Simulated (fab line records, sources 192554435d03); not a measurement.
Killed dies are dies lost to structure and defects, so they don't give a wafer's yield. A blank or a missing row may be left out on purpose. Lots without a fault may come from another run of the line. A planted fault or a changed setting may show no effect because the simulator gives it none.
Which tool did it? | flow n5_finfet | 24 lots, 72 wafers sampled, at 5 steps of a route of 1938

WHAT THE GAUGES READ, wafer by wafer
N5_BEOL_M0_SAQP_CD_MEAS_40: target cd 30 nm. Usual: cd_nm 30.15 nm, standard deviation 0.2.
lot  | measured     | on        | cd_nm (nm)        | flag
L074 | day 5 15:21  | cd_sem-03 | 29.92 29.93 30.42 |
L075 | day 6 00:07  | cd_sem-01 | 29.96 30.01 30.03 |
L077 | day 6 08:04  | cd_sem-02 | 30.20 30.16 30.13 |
L076 | day 6 13:52  | cd_sem-02 | 30.57 30.19 30.19 |
L078 | day 6 16:44  | cd_sem-01 | 30.17 30.22 29.81 |
L079 | day 6 21:04  | cd_sem-02 | 29.79 30.19 30.03 |
L080 | day 7 07:46  | cd_sem-02 | 30.31 30.19 30.16 |
L081 | day 7 08:39  | cd_sem-01 | 30.02 30.13 29.95 |
L082 | day 7 21:29  | cd_sem-01 | 30.25 30.20 30.64 |
L083 | day 8 00:28  | cd_sem-01 | 30.13 29.89 30.74 |
L084 | day 8 04:43  | cd_sem-03 | 30.26 30.19 30.31 |
L085 | day 8 08:33  | cd_sem-02 | 29.65 29.95 29.98 |
L087 | day 8 23:58  | cd_sem-03 | 29.84 30.08 29.93 |
L086 | day 9 03:24  | cd_sem-02 | 30.29 30.15 30.43 |
L089 | day 9 12:31  | cd_sem-02 | 30.60 30.72 30.21 |
L088 | day 9 19:58  | cd_sem-03 | 30.24 30.22 29.99 |
L091 | day 9 20:17  | cd_sem-01 | 29.99 30.05 30.11 |
L090 | day 10 00:24 | cd_sem-02 | 30.20 30.08 29.85 |
L092 | day 10 11:01 | cd_sem-03 | 29.73 30.42 30.04 |
L093 | day 10 18:05 | cd_sem-02 | 30.14 30.39 30.12 |
L094 | day 10 20:54 | cd_sem-02 | 30.28 30.23 30.33 |
L095 | day 11 02:20 | cd_sem-02 | 30.33 30.19 30.14 |
L096 | day 11 10:32 | cd_sem-01 | 30.07 30.03 30.18 |
L097 | day 11 17:43 | cd_sem-02 | 30.08 29.92 30.32 |

N5_BEOL_M0_OCD_MEAS_108. Usual: trench_depth_nm 33.1 nm, standard deviation 0.65.
lot  | measured     | on     | trench_depth_nm (nm) | flag
L074 | day 5 18:03  | ocd-01 | 32.5 32.9 34.1       |
L075 | day 6 02:22  | ocd-02 | 33.7 32.6 33.4       |
L077 | day 6 16:20  | ocd-02 | 33.3 33.9 33.9       |
L076 | day 6 16:15  | ocd-01 | 34.2 34.1 34.0       |
L078 | day 6 19:06  | ocd-01 | 34.1 32.7 33.0       |
L079 | day 6 23:26  | ocd-01 | 33.4 33.0 32.7       |
L080 | day 7 10:44  | ocd-02 | 34.0 33.3 34.0       |
L081 | day 7 11:58  | ocd-01 | 33.6 33.7 33.1       |
L082 | day 8 01:19  | ocd-01 | 31.6 33.0 33.1       |
L083 | day 8 02:50  | ocd-02 | 33.3 33.4 33.7       |
L084 | day 8 07:01  | ocd-01 | 31.6 32.8 32.4       |
L085 | day 8 11:32  | ocd-02 | 33.1 32.5 33.3       |
L087 | day 9 07:14  | ocd-01 | 32.8 32.5 32.4       |
L086 | day 9 07:19  | ocd-02 | 32.8 32.9 32.4       |
L089 | day 9 15:46  | ocd-02 | 32.2 33.3 32.5       |
L088 | day 10 00:04 | ocd-01 | 33.1 32.4 31.7       |
L091 | day 9 23:53  | ocd-01 | 33.9 32.2 34.0       |
L090 | day 10 04:54 | ocd-01 | 34.1 32.1 34.3       |
L092 | day 10 14:08 | ocd-01 | 32.7 33.1 33.7       |
L093 | day 10 23:07 | ocd-02 | 32.6 33.2 33.0       |
L094 | day 11 06:50 | ocd-01 | 33.6 34.1 33.6       |
L095 | day 11 06:57 | ocd-02 | 33.8 33.2 33.0       |
L096 | day 11 13:35 | ocd-01 | 33.2 32.8 33.9       |
L097 | day 11 21:40 | ocd-01 | 31.5 33.4 33.3       |

WHICH TOOL RAN EACH LOT (tool, then ch and the chambers of the sampled wafers, then the start)
lot  | N5_BEOL_M0_SAQP_MANDREL2_REMOVE_110 | N5_BEOL_M0_HM_OPEN_105            | N5_BEOL_M0_STRIP_104
L074 | rie_si-03 ch 0,2, day 5 14:56       | rie_metal-02 ch 0,1, day 5 17:35  | rie_diel-01 ch 1,2, day 5 17:47
L075 | rie_si-02 ch 0,2,3, day 5 23:34     | rie_metal-03 ch 0,1, day 6 01:55  | rie_diel-03 ch 1,2,3, day 6 02:06
L077 | rie_si-05 ch 1,2, day 6 07:40       | rie_metal-03 ch 0,1, day 6 15:52  | rie_diel-03 ch 0,2,3, day 6 16:04
L076 | rie_si-02 ch 0,1,2, day 6 13:26     | rie_metal-02 ch 0,1, day 6 15:44  | rie_diel-03 ch 0,2,3, day 6 15:55
L078 | rie_si-02 ch 0,1,2, day 6 16:19     | rie_metal-01 ch 0, day 6 18:26    | rie_diel-03 ch 0,2,3, day 6 18:38
L079 | rie_si-02 ch 0,2,3, day 6 20:38     | rie_metal-01 ch 0,1, day 6 22:58  | rie_diel-03 ch 1,2, day 6 23:10
L080 | rie_si-05 ch 0,1, day 7 07:20       | rie_metal-03 ch 0,1, day 7 10:00  | rie_diel-03 ch 1,2, day 7 10:11
L081 | rie_si-03 ch 1,2,3, day 7 08:14     | rie_metal-01 ch 0,1, day 7 10:54  | rie_diel-06 ch 0,1, day 7 11:22
L082 | rie_si-05 ch 0,1,3, day 7 21:04     | rie_metal-03 ch 0,1, day 8 00:47  | rie_diel-06 ch 0,1, day 8 00:59
L083 | rie_si-05 ch 0,2,3, day 8 00:02     | rie_metal-03 ch 0,1, day 8 02:19  | rie_diel-01 ch 0,1,3, day 8 02:30
L084 | rie_si-02 ch 0,1, day 8 04:18       | rie_metal-02 ch 0,1, day 8 06:32  | rie_diel-03 ch 0,2,3, day 8 06:45
L085 | rie_si-02 ch 1,2, day 8 08:08       | rie_metal-02 ch 0,1, day 8 11:05  | rie_diel-06 ch 1,2, day 8 11:16
L087 | rie_si-05 ch 0,3, day 8 23:32       | rie_metal-02 ch 0,1, day 9 06:02  | rie_diel-03 ch 0,1,2, day 9 06:43
L086 | rie_si-02 ch 0,1,3, day 9 02:51     | rie_metal-03 ch 0,1, day 9 06:04  | rie_diel-06 ch 0,1,3, day 9 06:46
L089 | rie_si-05 ch 0,1, day 9 12:05       | rie_metal-02 ch 0,1, day 9 15:18  | rie_diel-03 ch 1,2,3, day 9 15:30
L088 | rie_si-03 ch 1,3, day 9 19:26       | rie_metal-02 ch 0,1, day 9 23:37  | rie_diel-06 ch 0,1,3, day 9 23:48
L091 | rie_si-05 ch 1,3, day 9 19:44       | rie_metal-01 ch 0,1, day 9 23:28  | rie_diel-01 ch 0,3, day 9 23:37
L090 | rie_si-02 ch 0,1,3, day 9 23:56     | rie_metal-02 ch 0,1, day 10 04:07 | rie_diel-06 ch 1,2, day 10 04:29
L092 | rie_si-02 ch 1,2, day 10 10:29      | rie_metal-01 ch 0,1, day 10 13:43 | rie_diel-01 ch 2,3, day 10 13:51
L093 | rie_si-02 ch 0,2,3, day 10 17:40    | rie_metal-01 ch 0,1, day 10 21:15 | rie_diel-03 ch 1,3, day 10 21:49
L094 | rie_si-05 ch 1,2,3, day 10 20:27    | rie_metal-01 ch 0,1, day 11 04:59 | rie_diel-01 ch 0,1,2, day 11 05:13
L095 | rie_si-03 ch 1,3, day 11 01:53      | rie_metal-02 ch 0,1, day 11 05:14 | rie_diel-03 ch 1,2,3, day 11 05:38
L096 | rie_si-03 ch 0,1,2, day 11 10:08    | rie_metal-01 ch 0,1, day 11 12:51 | rie_diel-01 ch 0,3, day 11 13:03
L097 | rie_si-05 ch 0,1,2, day 11 17:17    | rie_metal-02 ch 0,1, day 11 21:12 | rie_diel-01 ch 0,2,3, day 11 21:23
- N5_BEOL_M0_SAQP_MANDREL2_REMOVE_110: chemistry HBr/Cl2/O2, target a-Si, stops on SiCN, bt time 10 s.
- N5_BEOL_M0_HM_OPEN_105: chemistry Cl2/BCl3, target TiN, target depth 12 nm.
- N5_BEOL_M0_STRIP_104: strips in N2/H2.

WHAT THE TOOLS THEMSELVES READ (means of the sampled wafers that have a number; where no wafer has one, the mark that the record gives instead)
N5_BEOL_M0_SAQP_MANDREL2_REMOVE_110. Usual: drypump_motor_current_A 5.6 A, standard deviation 0.44; oes_product_au 0.999 a.u., standard deviation 0.013; throttle_valve_pct 36.5 %, standard deviation 0.39.
lot  | tool      | drypump_motor_current_A (A) | oes_product_au (a.u.) | throttle_valve_pct (%) | flag
L074 | rie_si-03 | 5.7                         | 0.997                 | 36.3                   |
L075 | rie_si-02 | 5.4                         | 0.995                 | 36.5                   |
L077 | rie_si-05 | 6.1                         | 0.989                 | 36.0                   |
L076 | rie_si-02 | 5.4                         | 0.991                 | 36.7                   |
L078 | rie_si-02 | 5.3                         | 0.992                 | 36.6                   |
L079 | rie_si-02 | 5.4                         | 0.993                 | 36.5                   |
L080 | rie_si-05 | 5.5                         | 1.013                 | 36.3                   |
L081 | rie_si-03 | 6.2                         | 1.013                 | 36.5                   |
L082 | rie_si-05 | 5.3                         | 1.007                 | 36.4                   |
L083 | rie_si-05 | 5.5                         | 1.008                 | 36.3                   |
L084 | rie_si-02 | 5.5                         | 0.992                 | 36.7                   |
L085 | rie_si-02 | 5.1                         | 0.986                 | 36.6                   |
L087 | rie_si-05 | 5.2                         | 1.002                 | 36.5                   |
L086 | rie_si-02 | 5.5                         | 0.994                 | 36.9                   |
L089 | rie_si-05 | 5.3                         | 1.005                 | 36.4                   |
L088 | rie_si-03 | 6.4                         | 1.009                 | 36.8                   |
L091 | rie_si-05 | 5.4                         | 0.998                 | 36.5                   |
L090 | rie_si-02 | 5.5                         | 1.001                 | 36.9                   |
L092 | rie_si-02 | 5.1                         | 0.991                 | 36.5                   |
L093 | rie_si-02 | 5.4                         | 0.988                 | 36.5                   |
L094 | rie_si-05 | 5.7                         | 0.995                 | 36.3                   |
L095 | rie_si-03 | 6.2                         | 1.017                 | 36.8                   |
L096 | rie_si-03 | 6.0                         | 0.998                 | 36.6                   |
L097 | rie_si-05 | 5.7                         | 0.998                 | 36.2                   |

N5_BEOL_M0_HM_OPEN_105. Usual: drypump_motor_current_A 5.8 A, standard deviation 0.4; oes_product_au 0.76 a.u., standard deviation 0.081; throttle_valve_pct 22.04 %, standard deviation 0.28.
lot  | tool         | drypump_motor_current_A (A) | oes_product_au (a.u.) | throttle_valve_pct (%) | flag
L074 | rie_metal-02 | 5.4                         | 0.72                  | 22.00                  |
L075 | rie_metal-03 | 6.4                         | 0.84                  | 21.91                  |
L077 | rie_metal-03 | 6.4                         | 0.85                  | 21.92                  |
L076 | rie_metal-02 | 5.4                         | 0.72                  | 21.99                  |
L078 | rie_metal-01 | 5.7                         | 0.89                  | 21.65                  |
L079 | rie_metal-01 | 6.0                         | 0.74                  | 22.24                  |
L080 | rie_metal-03 | 6.4                         | 0.84                  | 21.93                  |
L081 | rie_metal-01 | 6.0                         | 0.73                  | 22.24                  |
L082 | rie_metal-03 | 6.4                         | 0.83                  | 21.94                  |
L083 | rie_metal-03 | 6.1                         | 0.82                  | 21.91                  |
L084 | rie_metal-02 | 5.4                         | 0.71                  | 22.01                  |
L085 | rie_metal-02 | 5.5                         | 0.73                  | 22.10                  |
L087 | rie_metal-02 | 5.5                         | 0.71                  | 22.00                  |
L086 | rie_metal-03 | 6.4                         | 0.83                  | 21.93                  |
L089 | rie_metal-02 | 5.5                         | 0.71                  | 22.00                  |
L088 | rie_metal-02 | 5.5                         | 0.74                  | 22.10                  |
L091 | rie_metal-01 | 6.0                         | 0.72                  | 22.27                  |
L090 | rie_metal-02 | 5.4                         | 0.71                  | 22.02                  |
L092 | rie_metal-01 | 5.8                         | 0.79                  | 21.96                  |
L093 | rie_metal-01 | 6.0                         | 0.72                  | 22.27                  |
L094 | rie_metal-01 | 5.8                         | 0.78                  | 21.97                  |
L095 | rie_metal-02 | 5.5                         | 0.71                  | 22.01                  |
L096 | rie_metal-01 | 6.0                         | 0.71                  | 22.26                  |
L097 | rie_metal-02 | 5.5                         | 0.73                  | 22.09                  |

N5_BEOL_M0_STRIP_104. Usual: drypump_motor_current_A 5.8 A, standard deviation 0.55; oes_product_au 0.80 a.u., standard deviation 0.088; rf_vpp_V 59.5 V, standard deviation 1.6; showerhead_plenum_p_Torr 2.59 Torr, standard deviation 0.08; temp_c 40.00 C, standard deviation 0.12; throttle_valve_pct 23.6 %, standard deviation 0.35.
lot  | tool        | drypump_motor_current_A (A) | oes_product_au (a.u.) | rf_vpp_V (V) | showerhead_plenum_p_Torr (Torr) | temp_c (C) | throttle_valve_pct (%) | flag
L074 | rie_diel-01 | 5.4                         | 0.81                  | 59.7         | 2.61                            | 40.03      | 23.4                   |
L075 | rie_diel-03 | 5.5                         | 0.80                  | 60.8         | 2.55                            | 39.90      | 23.7                   |
L077 | rie_diel-03 | 5.4                         | 0.87                  | 58.5         | 2.54                            | 40.03      | 23.6                   |
L076 | rie_diel-03 | 5.4                         | 0.86                  | 62.4         | 2.54                            | 39.98      | 23.6                   |
L078 | rie_diel-03 | 5.4                         | 0.86                  | 60.4         | 2.54                            | 39.93      | 23.6                   |
L079 | rie_diel-03 | 5.3                         | 0.76                  | 59.6         | 2.62                            | 40.07      | 23.9                   |
L080 | rie_diel-03 | 5.2                         | 0.80                  | 60.2         | 2.60                            | 39.94      | 24.0                   |
L081 | rie_diel-06 | 6.3                         | 0.72                  | 59.2         | 2.62                            | 39.92      | 23.5                   |
L082 | rie_diel-06 | 6.0                         | 0.71                  | 58.5         | 2.62                            | 40.00      | 23.6                   |
L083 | rie_diel-01 | 6.2                         | 0.71                  | 60.5         | 2.54                            | 39.99      | 23.3                   |
L084 | rie_diel-03 | 5.4                         | 0.85                  | 60.0         | 2.54                            | 39.89      | 23.6                   |
L085 | rie_diel-06 | 6.4                         | 0.70                  | 58.9         | 2.55                            | 40.04      | 23.8                   |
L087 | rie_diel-03 | 5.2                         | 0.80                  | 60.2         | 2.59                            | 39.94      | 23.7                   |
L086 | rie_diel-06 | 5.9                         | 0.78                  | 58.2         | 2.64                            | 39.91      | 23.5                   |
L089 | rie_diel-03 | 5.5                         | 0.77                  | 59.7         | 2.54                            | 39.92      | 23.8                   |
L088 | rie_diel-06 | 5.9                         | 0.76                  | 59.4         | 2.64                            | 39.92      | 23.5                   |
L091 | rie_diel-01 | 6.4                         | 0.83                  | 59.7         | 2.63                            | 40.21      | 23.2                   |
L090 | rie_diel-06 | 6.5                         | 0.81                  | 60.6         | 2.58                            | 39.91      | 23.4                   |
L092 | rie_diel-01 | 5.7                         | 0.86                  | 58.8         | 2.67                            | 40.17      | 23.6                   |
L093 | rie_diel-03 | 5.8                         | 0.76                  | 57.2         | 2.49                            | 39.98      | 23.5                   |
L094 | rie_diel-01 | 5.8                         | 0.86                  | 58.7         | 2.68                            | 40.08      | 23.2                   |
L095 | rie_diel-03 | 5.5                         | 0.76                  | 60.8         | 2.54                            | 40.12      | 23.8                   |
L096 | rie_diel-01 | 6.4                         | 0.80                  | 59.9         | 2.63                            | 39.89      | 23.3                   |
L097 | rie_diel-01 | 6.1                         | 0.82                  | 59.6         | 2.64                            | 40.07      | 23.5                   |

THE ANSWER, worked out from the rows above alone
Rule: a lot is off if the mean of its wafers that have a number lies more than 3 standard deviations from the usual mean. A lot without any number at a reading at which 4 lots or more have one is off too. The other lots that the step has rows for count as sound. The gauges are gone through in route order, then the tools' own readings, and for those a lot's mean is taken as printed above. The first step at which some lot is off is used, and at that step the reading that is off furthest; a lot without a number counts as furthest.
No lot is off at any reading shown: from this, nothing can be told.

WHAT THE SIMULATOR HAD PUT IN
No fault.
